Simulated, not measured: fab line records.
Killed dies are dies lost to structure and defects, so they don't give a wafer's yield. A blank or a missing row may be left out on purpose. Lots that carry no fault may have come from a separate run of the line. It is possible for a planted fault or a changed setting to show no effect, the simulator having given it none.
fab line records	flow n5-finfet
record lots=6	wafers=17	last-day=17
route steps=1938 shown HKMG_FIN@464 GATE_CUT@465 BEOL_M4@1111 PASSIVATION@1936
lots that met no fault: from a run of the same line without faults
start-h: start of the lot's first displayed wafer, in hours after the record's first day	wait-h: hours since the lot's step before	" same as the row above	L1.1+2: a single row standing in for several wafers	- either no value or no given start	* or withheld: withheld	< > ~ a bound
route shown NAME@n: a module of which the file shows steps, and the number in the route of the first	usual: mean/standard deviation of fault-free wafers	same: alike in all rows	chamber/n: place in a boat	sites: each site's reading	_std_site: the standard deviation of these	_edge_site: inner sites' mean taken away from outer sites' mean	radius-mm: how far each site lies from the wafer's centre	mask NAME#n: copy n	behind: the last tool/chamber to shape the wafer	hold: why the lot went on hold/how many hours it stayed there/how the hold came to an end	device: the n, p or np transistor that did not switch	end of line: tests run on the same wafers once the route is complete	for a step that has no rows: nothing shown but its recipe	killed: dies lost to structure and defects at the first sort, not the wafer's yield	map: dies across one wafer; x = killed, . = not, _ = none there
set.NAME: the setting the step ran with; set.NAME@STEP: the setting that earlier step ran with	model.NAME: the simulator's own value behind a step, which no gauge read
lots seen at some steps along the route; tables by step, rows by wafer
services: a tool's chamber out of use, with start hour (start-h, from the record's first day; less than 0 if before it), hours out, and reason
## steps
# step N5_HKMG_FIN_INSPECT_28
# recipe inspect-instrument=darkfield	mode=post-cmp
# usual raw-defect-count=42/19
lot.wafer	tool	chamber	start-h	wait-h	raw-defect-count
L463.1	defect-inspect-01	-	86.70	0.0	63
L463.2	"	-	"	"	43
L463.3	"	-	"	"	56
L465.1	defect-inspect-02	-	96.93	0.0	58
L465.2	"	-	"	"	47
L465.5	"	-	"	"	60
L471.2	defect-inspect-01	-	129.86	0.0	32
L471.3	"	-	"	"	22
L471.6	"	-	"	"	27
L473.2	defect-inspect-01	-	147.93	0.0	83
L473.4	"	-	"	"	42
L479.2	defect-inspect-02	-	179.26	0.0	21
L479.5	"	-	"	"	23
L479.6	"	-	"	"	30
L481.1	defect-inspect-02	-	195.88	0.0	37
L481.2	"	-	"	"	42
L481.3	"	-	"	"	95
# step N5_GATE_CUT_ETCHBACK_00
# recipe chemistry=SF6/Cl2	target=W	pressure-mtorr=8	icp-w=900	bias-w=80	SF6_flow_sccm=40	Cl2_flow_sccm=60
# usual drypump-motor-current-A=6.0/0.43	oes-product-au=0.75/0.075	throttle-valve-pct=27.6/0.31
lot.wafer	tool	chamber	start-h	wait-h	drypump-motor-current-A	oes-product-au	rf-hours-counter-h	throttle-valve-pct
L463.1	rie-metal-03	0	86.74	0.0	6.6	0.73	55	27.8
L463.2	"	1	"	"	5.5	0.85	21	27.5
L463.3	"	1	"	"	5.4	0.85	-	27.5
L465.1	rie-metal-02	1	96.96	0.0	5.7	0.91	7	27.4
L465.2	"	0	"	"	6.5	0.73	63	27.0
L465.5	"	0	"	"	6.5	0.73	-	27.0
L471.2	rie-metal-03	0	129.90	0.0	6.6	0.73	60	27.8
L471.3	"	1	"	"	5.5	0.82	-	27.5
L471.6	"	0	"	"	6.6	0.74	-	27.8
L473.2	rie-metal-02	0	147.97	0.0	6.5	0.73	68	27.1
L473.4	"	1	"	"	5.7	0.87	-	27.4
L479.2	rie-metal-02	0	179.29	0.0	6.5	0.72	71	27.1
L479.5	"	0	"	"	6.5	0.72	-	27.1
L479.6	"	1	"	"	5.7	0.88	-	27.4
L481.1	rie-metal-02	0	195.91	0.0	6.5	0.72	72	27.1
L481.2	"	1	"	"	5.7	0.87	16	27.4
L481.3	"	1	"	"	5.7	0.86	-	27.4
# step N5_GATE_CUT_ETCH_56
# recipe chemistry=Cl2/Ar	target=TiN	target-depth-a=216	pressure-mtorr=10	icp-w=600	bias-w=60	Cl2_flow_sccm=40	Ar_flow_sccm=60
# step N5_GATE_CUT_ETCHBACK_30
# recipe chemistry=Cl2/Ar	target=TiN	target-depth-a=30	mode=isotropic	pressure-mtorr=10	icp-w=600	bias-w=60	Cl2_flow_sccm=40	Ar_flow_sccm=60
# step N5_GATE_CUT_VAPOR_ETCH_60
# recipe chemistry=BCl3/Cl2	target=HfO2	mode=isotropic
# step N5_GATE_CUT_ETCH_58
# recipe chemistry=CH3F/O2	target=SiNx	target-depth-a=170	time-s=128.6	ion-energy-ev=50	pressure-mtorr=30	source-w=415	bias-w=21	Ar_flow_sccm=150	CH3F_flow_sccm=30	O2_flow_sccm=20
# usual O2_flow_sccm=20.00/0.06	drypump-motor-current-A=5.6/0.35	mfc-ar-sccm=150.0/0.45	oes-product-au=0.78/0.079	rf-vpp-V=99.2/0.92	showerhead-plenum-p-Torr=2.01/0.054	throttle-valve-pct=16.31/0.21
# same time-s=128.6
lot.wafer	tool	chamber	start-h	wait-h	O2_flow_sccm	drypump-motor-current-A	mfc-ar-sccm	oes-product-au	rf-hours-counter-h	rf-vpp-V	showerhead-plenum-p-Torr	throttle-valve-pct
L463.1	rie-diel-06	1	87.17	0.2	19.95	5.4	149.9	0.80	113	98.8	2.00	16.32
L463.2	"	0	"	"	20.14	5.1	149.9	0.70	199	98.0	2.08	16.29
L463.3	"	2	"	"	20.11	5.9	149.8	0.89	28	98.3	1.96	16.20
L465.1	rie-diel-06	1	97.25	0.0	20.03	5.3	150.2	0.79	116	98.7	2.00	16.34
L465.2	"	2	"	"	19.94	6.0	149.8	0.88	31	97.7	1.96	16.21
L465.5	"	0	"	"	19.95	5.1	149.5	0.71	-	100.5	2.08	16.31
L471.2	rie-diel-02	3	130.36	0.2	20.14	5.2	149.4	0.84	65	100.0	2.02	15.93
L471.3	"	1	"	"	19.99	6.1	150.4	0.92	28	98.9	2.05	16.57
L471.6	"	3	"	"	20.16	5.2	149.5	0.83	-	99.6	2.02	15.92
L473.2	rie-diel-06	1	148.26	0.0	19.95	5.3	150.3	0.79	132	99.0	2.00	16.37
L473.4	"	2	"	"	19.94	6.0	150.0	0.85	45	97.7	1.95	16.23
L479.2	rie-diel-06	2	179.58	0.0	20.00	6.0	150.6	0.84	54	96.5	1.95	16.27
L479.5	"	1	"	"	20.07	5.3	150.0	0.77	-	98.9	1.99	16.38
L479.6	"	2	"	"	20.02	5.9	150.8	0.84	-	100.0	1.95	16.26
L481.1	rie-diel-02	2	196.21	0.1	19.91	5.5	150.2	0.71	205	97.8	1.97	16.18
L481.2	"	1	"	"	19.97	6.2	150.2	0.88	46	100.2	2.04	16.58
L481.3	"	0	"	"	19.98	5.5	150.1	0.93	16	98.8	2.04	16.37
# step N5_GATE_CUT_STRIP_59
# recipe chemistry=N2/H2	time-s=20	power-w=100	temp-c=40	pressure-mtorr=100	rf-frequency-hz=6e+07	bias-power-w=3	n2-flow-sccm=300	h2-flow-sccm=300
# usual drypump-motor-current-A=5.6/0.35	oes-product-au=0.79/0.079	rf-vpp-V=45.3/0.77	showerhead-plenum-p-Torr=3.41/0.085	throttle-valve-pct=12.24/0.2
# same time-s=20
lot.wafer	tool	chamber	start-h	wait-h	drypump-motor-current-A	oes-product-au	rf-hours-counter-h	rf-vpp-V	showerhead-plenum-p-Torr	throttle-valve-pct
L463.1	rie-diel-06	1	87.28	0.1	5.3	0.81	113	44.4	3.40	12.25
L463.2	"	0	"	"	5.1	0.72	199	45.4	3.49	12.12
L463.3	"	2	"	"	6.0	0.89	28	46.4	3.32	12.02
L465.1	rie-diel-06	1	97.36	0.1	5.3	0.79	116	45.6	3.39	12.26
L465.2	"	2	"	"	6.0	0.88	31	44.3	3.31	12.04
L465.5	"	0	"	"	5.1	0.71	-	45.5	3.49	12.14
L471.2	rie-diel-02	3	130.46	0.1	5.2	0.84	65	44.6	3.45	11.91
L471.3	"	1	"	"	6.1	0.92	28	46.3	3.45	12.31
L471.6	"	3	"	"	5.2	0.83	-	46.2	3.45	11.89
L473.2	rie-diel-06	1	148.36	0.1	5.3	0.79	132	46.0	3.39	12.32
L473.4	"	2	"	"	6.0	0.86	45	45.6	3.31	12.06
L479.2	rie-diel-06	2	179.68	0.1	6.0	0.85	54	45.6	3.30	12.07
L479.5	"	1	"	"	5.3	0.78	-	45.5	3.38	12.33
L479.6	"	2	"	"	6.0	0.85	-	45.8	3.30	12.09
L481.1	rie-diel-02	2	196.32	0.1	5.5	0.70	205	45.2	3.38	12.30
L481.2	"	1	"	"	6.1	0.88	46	46.2	3.44	12.37
L481.3	"	0	"	"	5.5	0.93	16	46.7	3.46	12.27
# step N5_GATE_CUT_PRECLEAN_31
# recipe temp-c=23	chemistry=DIW	time-s=300
# step N5_GATE_CUT_SRD_32
# recipe time-s=30	temp-c=23	rinse-liquid=diw	dry=ipa-marangoni
# step N5_GATE_CUT_SAC_CAP_01
# recipe material=SiNx	target-thk-a=240	temp-c=400	ald-precursor-family=SiH2I2	ald-co-reactant=N2/H2-plasma	pulse-time-s=1	ald-cycles=480	purge-time-s=2	co-reactant-purge-time-s=2	pressure-torr=2
# usual chamber-pressure-Torr=2.000/0.0046	heater-power-w=820/100	precursor-pulse-height-rel=1.000/0.02
lot.wafer	tool	chamber	start-h	wait-h	chamber-pressure-Torr	heater-power-w	precursor-pulse-height-rel
L463.1	ald-sin-03	3	87.86	0.4	1.995	864	0.981
L463.2	"	0	"	"	2.013	711	0.977
L463.3	"	1	"	"	2.004	1013	0.992
L465.1	ald-sin-03	1	98.77	1.2	2.008	988	0.980
L465.2	"	2	"	"	1.993	1068	1.010
L465.5	"	0	99.86	2.3	2.004	708	1.020
L471.2	ald-sin-03	0	130.67	0.0	2.000	704	0.983
L471.3	"	3	"	"	1.996	862	1.013
L471.6	"	3	131.76	1.1	1.997	900	1.018
L473.2	ald-sin-02	3	148.57	0.0	1.995	799	0.988
L473.4	"	2	"	"	1.994	848	0.957
L479.2	ald-sin-02	0	181.35	1.5	2.001	933	0.989
L479.5	"	2	182.44	2.5	2.002	835	0.984
L479.6	"	1	"	"	1.999	718	1.020
L481.1	ald-sin-04	3	196.53	0.0	1.996	837	1.053
L481.2	"	0	"	"	2.000	655	1.002
L481.3	"	1	"	"	2.005	801	0.998
# step N5_GATE_CUT_PECVD_57
# recipe material=SiNx	target-thk-a=210	temp-c=400	precursor=SiH4/NH3/N2	pressure-torr=1.5	rf-w=300
# usual chamber-pressure-Torr=1.5004/0.003	heater-power-w=728/81	showerhead-plenum-p-Torr=5.14/0.061	throttle-valve-pct=40.2/2.7
lot.wafer	tool	chamber	start-h	wait-h	chamber-pressure-Torr	heater-power-w	showerhead-plenum-p-Torr	throttle-valve-pct
L463.1	pecvd-02	0	91.16	2.2	1.5008	793	5.24	41.7
L463.2	"	1	"	"	1.5012	667	5.11	44.3
L463.3	"	2	"	"	1.5069	773	5.13	36.5
L465.1	pecvd-04	1	100.96	1.1	1.5003	644	5.03	38.8
L465.2	"	2	"	"	1.5004	758	5.20	42.7
L465.5	"	0	"	"	1.4963	579	5.16	37.2
L471.2	pecvd-04	0	132.87	1.1	1.4976	668	5.16	37.4
L471.3	"	2	"	"	1.4964	761	5.21	42.7
L471.6	"	0	"	"	1.4986	663	5.17	37.3
L473.2	pecvd-04	1	150.77	1.1	1.5017	723	5.03	38.8
L473.4	"	1	"	"	1.5013	713	5.02	38.8
L479.2	pecvd-02	0	183.55	1.1	1.5015	720	5.23	41.9
L479.5	"	0	"	"	1.4971	716	5.24	41.6
L479.6	"	1	"	"	1.5008	760	5.11	44.0
L481.1	pecvd-04	0	198.73	1.1	1.5023	672	5.16	37.4
L481.2	"	2	"	"	1.5024	839	5.21	42.5
L481.3	"	1	"	"	1.5043	710	5.03	38.6
# step N5_GATE_CUT_CMP_02
# recipe stop-on=SiO2	t-overpolish-s=12.7	post-cmp-clean=alkaline-brush	down-force-psi=2.5	platen-rpm=51.8	pad-velocity-m-s=1.0307	target-thk-nm=0
# usual edge-zone-pressure-frac=1.000/0.0047	motor-current-A=9.4/1.1	overpolish-run-s=12.700/0.0091	pad-life-wafers=705/360	retaining-ring-pressure-frac=0.999/0.0047	time-to-endpoint-s=24.2/2.4
lot.wafer	tool	chamber	start-h	wait-h	edge-zone-pressure-frac	motor-current-A	overpolish-run-s	pad-life-wafers	retaining-ring-pressure-frac	time-to-endpoint-s
L463.3	cmp-03	0	91.23	0.1	1.010	11.5	12.706	186	0.998	22.6
L463.2	"	1	"	"	1.006	9.6	12.698	187	1.006	28.0
L463.1	"	2	"	"	1.006	11.0	12.699	188	0.995	27.6
L465.2	cmp-02	3	101.08	0.1	1.006	8.7	12.700	499	1.001	24.1
L465.1	"	1	"	"	0.991	8.3	12.705	501	0.995	23.9
L465.5	"	2	"	"	0.998	9.2	12.702	-	0.994	19.6
L471.3	cmp-03	3	132.94	0.1	0.994	11.0	12.709	534	1.006	22.6
L471.2	"	0	"	"	1.002	11.0	12.711	535	1.004	43.8
L471.6	"	3	"	"	1.001	10.5	12.713	-	1.005	20.2
L473.4	cmp-03	1	150.94	0.1	1.001	9.1	12.695	679	1.000	30.7
L473.2	"	2	"	"	0.989	11.1	12.705	680	0.998	54.2
L479.2	cmp-04	2	183.72	0.1	1.007	8.1	12.718	500	0.995	23.7
L479.5	"	0	"	"	1.001	8.0	12.705	-	0.999	21.8
L479.6	"	1	"	"	1.006	7.8	12.704	-	1.001	21.8
L481.3	cmp-02	2	198.80	0.1	0.991	9.4	12.708	1248	1.004	23.4
L481.2	"	3	"	"	0.999	8.9	12.716	1249	1.005	23.9
L481.1	"	0	"	"	0.999	9.8	12.691	1250	1.003	27.7
# step N5_BEOL_M4_RC_MEAS_101
# usual DIBL_N=37.0/1.7	DIBL_P=36.7/2	IOFF_N=0.17/0.035	IOFF_P=0.22/0.035	ION_N=672/12	ION_P=461/7.5	SS_N=71.6/0.67	SS_P=73.4/0.64	VT_N=250/3.5	VT_P=-250/3.5
lot.wafer	tool	chamber	start-h	wait-h	DIBL_N[mV/V]	DIBL_P[mV/V]	IOFF_N[nA/um]	IOFF_P[nA/um]	ION_N[uA/um]	ION_P[uA/um]	SS_N[mV/dec]	SS_P[mV/dec]	VT_N[mV]	VT_P[mV]
L465.1	prober-01	0	175.77	0.0	35.1	36.8	0.14	0.18	656	450	71.9	73.4	251	-252
L465.2	"	0	"	"	35.9	38.3	0.15	0.20	682	467	71.5	74.0	252	-252
L465.5	"	0	"	"	34.4	37.0	0.13	0.19	671	469	72.1	72.9	251	-252
L463.1	prober-02	0	176.11	0.0	35.6	35.6	0.14	0.18	668	459	71.3	72.6	249	-252
L463.2	"	0	"	"	34.7	34.5	0.13	0.16	660	455	71.0	72.1	253	-253
L463.3	"	0	"	"	36.7	37.2	0.17	0.20	678	466	71.0	72.8	247	-253
L471.2	prober-02	0	216.16	0.2	38.0	38.1	0.19	0.24	674	454	72.5	73.4	247	-248
L471.3	"	0	"	"	34.9	33.9	0.13	0.18	668	454	71.3	72.9	256	-254
L471.6	"	0	"	"	36.8	36.7	0.16	0.21	677	461	71.5	73.6	248	-250
L473.2	prober-02	0	227.12	0.2	34.6	34.7	0.13	0.17	674	457	70.9	72.6	254	-256
L473.4	"	0	"	"	35.8	36.6	0.15	0.20	667	457	71.6	73.4	254	-252
L479.2	prober-02	0	257.23	0.2	37.1	36.5	0.17	0.24	676	465	70.7	73.2	246	-247
L479.5	"	0	"	"	38.5	38.9	0.21	0.29	701	484	71.9	73.8	244	-244
L479.6	"	0	"	"	37.8	37.8	0.18	0.24	676	464	71.9	73.3	248	-245
L481.1	prober-02	0	297.30	0.0	39.2	39.3	0.23	0.26	702	470	72.8	73.7	246	-248
L481.2	"	0	"	"	40.7	41.4	0.27	0.30	693	471	72.5	75.2	241	-248
L481.3	"	0	"	"	38.9	38.4	0.20	0.25	678	468	72.1	73.6	247	-249
# step N5_PASSIVATION_PROBE_49
# usual defect-limited-yield=91.1/1.3	killed_at_M0_to_M3=35/11	killed_at_M4_up=13/5.4	killed-at-contacts=14/6.5	killed-at-front-end=41/11	killed-at-other=4/3.1	killed-dies=106/15	killed-open=69/12	killed-short=35/7	sort_bin_5_function=5.2/0.86	sort_bin_6_memory=3.4/0.64	sort-n-pass=1074/15	sort-yield-pct=91.0/1.3
# same gross-dies=1180	killed-at-back-side=0	sort_bin_4_leakage[%]=0	sort_bin_8_speed[%]=0
lot.wafer	tool	chamber	start-h	wait-h	defect-limited-yield[%]	killed_at_M0_to_M3	killed_at_M4_up	killed-at-contacts	killed-at-front-end	killed-at-other	killed-dies	killed-open	killed-short	sort_bin_5_function[%]	sort_bin_6_memory[%]	sort-n-pass	sort-yield-pct[%]
L479.2	prober-02	-	351.61	0.1	88.8	28	29	28	42	5	132	93	36	7.0	4.1	1048	88.8
L479.5	prober-02	-	351.76	0.2	90.8	37	27	14	30	1	109	76	29	5.5	3.5	1071	90.8
L479.6	prober-02	-	351.81	0.3	87.6	31	22	38	51	4	146	106	38	7.2	5.1	1034	87.6
# killed by level:class
L479.2 MOL_CONTACT_COAG:geometric-particle:open=21 FIN_SAQP:geometric-particle:open=11 STI_FIN_REVEAL:geometric-particle:open=11 BEOL_M4:geometric-particle:open=11 FIN_SAQP:geometric-particle:short=6 MOL_CONTACT_COAG:geometric-particle:short=6 BEOL_M3:geometric-particle:open=6 BEOL_M5:geometric-particle:open=6
L479.5 MOL_CONTACT_COAG:geometric-particle:open=10 STI_FIN_REVEAL:geometric-particle:open=9 BEOL_M4:geometric-particle:open=9 BEOL_M3:geometric-particle:open=7 BEOL_M0_SAQP:geometric-particle:open=6 BEOL_M0_SAQP:geometric-particle:short=6 BEOL_M1:geometric-particle:open=6 BEOL_M0:geometric-particle:open=5
L479.6 MOL_CONTACT_COAG:geometric-particle:open=30 STI_FIN_REVEAL:geometric-particle:open=14 FIN_SAQP:geometric-particle:open=12 BEOL_M4:geometric-particle:open=12 FIN_SAQP:geometric-particle:short=9 MOL_CONTACT_COAG:geometric-particle:short=8 BEOL_M3:geometric-particle:open=8 DUMMY_GATE:geometric-particle:open=6
## services
tool	chamber	start-h	hours	kind
cmp-03	-	67.90	6.1	pm
ald-sin-03	1	69.43	6.9	repair
cmp-03	-	75.33	0.8	repair
ald-sin-04	3	80.38	7.1	repair
cmp-03	-	82.72	1.8	repair
ald-sin-03	2	84.95	3.3	repair
ald-sin-02	-	85.26	14.0	pm
cmp-04	-	90.95	11.3	pm
ald-sin-04	-	93.00	28.1	pm
pecvd-04	1	102.09	4.7	repair
cmp-04	-	114.53	4.0	pm
ald-sin-02	2	121.45	4.9	repair
ald-sin-03	-	132.85	14.6	pm
rie-diel-06	2	136.20	3.6	repair
cmp-02	-	140.98	2.3	repair
cmp-04	-	144.25	4.9	pm
rie-diel-02	1	146.20	2.6	repair
rie-diel-02	3	171.82	10.5	repair
ald-sin-02	-	174.76	6.0	pm
ald-sin-03	-	174.83	0.6	repair
ald-sin-03	-	177.05	14.0	pm
pecvd-02	2	186.39	16.3	repair
cmp-02	-	187.36	5.6	pm
ald-sin-02	3	194.15	5.0	repair
## key
first-sign step=N5_GATE_CUT_CMP_02	reading=time-to-endpoint-s	direction=up	sigmas=10	usual=*	struck=*
effect none on later readings
met-at N5_GATE_CUT_CMP_02
struck-wafers L471.2,L473.2
onset-between 91.23 132.94
fault kind=process-parameter-drift	tool=cmp-03	chamber=-	onset-h=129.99	steps=N5_GATE_CUT_CMP_02	channel=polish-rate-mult	offset=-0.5	shape=step	end-h=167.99	scope=struck-wafers-only
